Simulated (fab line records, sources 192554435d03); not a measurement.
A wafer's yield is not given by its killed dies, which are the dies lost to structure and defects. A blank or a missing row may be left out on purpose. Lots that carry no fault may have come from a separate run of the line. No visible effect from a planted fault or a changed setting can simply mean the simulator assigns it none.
Chamber matching + flow n5Finfet + 3 sister chambers for N5_BEOL_M5_CURE_79 on uvCure-02
The step cures SiCOH lowk, time 240 s. 6 wafers are shown with their chamber, then 10 later ones without.

== EACH WAFER AND ITS CHAMBER ==
| wafer  | chamber | wafer_temp_C_max | lampPowerPct (%) |
|--------|---------|------------------|------------------|
| L079.5 | 2       | 386.8            | 52.24            |
| L079.6 | 2       | 386.6            | 52.42            |
| L086.4 | 1       | 386.9            | 52.32            |
| L086.5 | 1       | 387.6            | 52.35            |
| L088.1 | 0       | 386.3            | 52.23            |
| L088.2 | 0       | 386.1            | 52.30            |

== WAFERS WHOSE CHAMBER IS MISSING ==
| wafer  | wafer_temp_C_max | lampPowerPct (%) |
|--------|------------------|------------------|
| L088.3 | 386.0            | 52.31            |
| L087.2 | 385.6            | 52.29            |
| L087.4 | 385.9            | 52.20            |
| L087.5 | 386.4            | 52.20            |
| L090.2 | 386.4            | 52.35            |
| L090.3 | 386.4            | 52.32            |
| L090.6 | 386.7            | 52.34            |
| L091.1 | 386.9            | 52.39            |
| L091.3 | 386.9            | 52.28            |
| L091.6 | 386.4            | 52.29            |

== EACH ONE'S CHAMBER ==
| wafer  | from the rows above          | in truth |
|--------|------------------------------|----------|
| L088.3 | can't be placed: 0 or 2      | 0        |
| L087.2 | can't be placed: 0 or 2      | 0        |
| L087.4 | can't be placed: 0 or 2      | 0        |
| L087.5 | can't be placed: 0 or 2      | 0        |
| L090.2 | can't be placed: 2 or 0 or 1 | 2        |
| L090.3 | can't be placed: 0 or 2 or 1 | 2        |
| L090.6 | can't be placed: 2 or 1 or 0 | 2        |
| L091.1 | can't be placed: 2 or 1 or 0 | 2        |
| L091.3 | can't be placed: 2 or 1 or 0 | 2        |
| L091.6 | can't be placed: 0 or 2      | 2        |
Placed correctly: 0 of 10. These rows do not allow placing 10 (true chamber among the candidates in 10). Placed wrongly: 0.
How it was worked out, from the rows above alone: a wafer's distance from a chamber is the root of the sum, over the readings, of the square of ((its reading less the chamber's mean) divided by the reading's scatter). The wafer belongs to the nearest chamber; if the next one is less than 2 further off, it can't be placed. A chamber's mean is the mean of its shown wafers. The scatter is the square root of a quotient: the sum, over the shown wafers, of each reading's squared deviation from its chamber's mean, divided by wafers minus chambers.
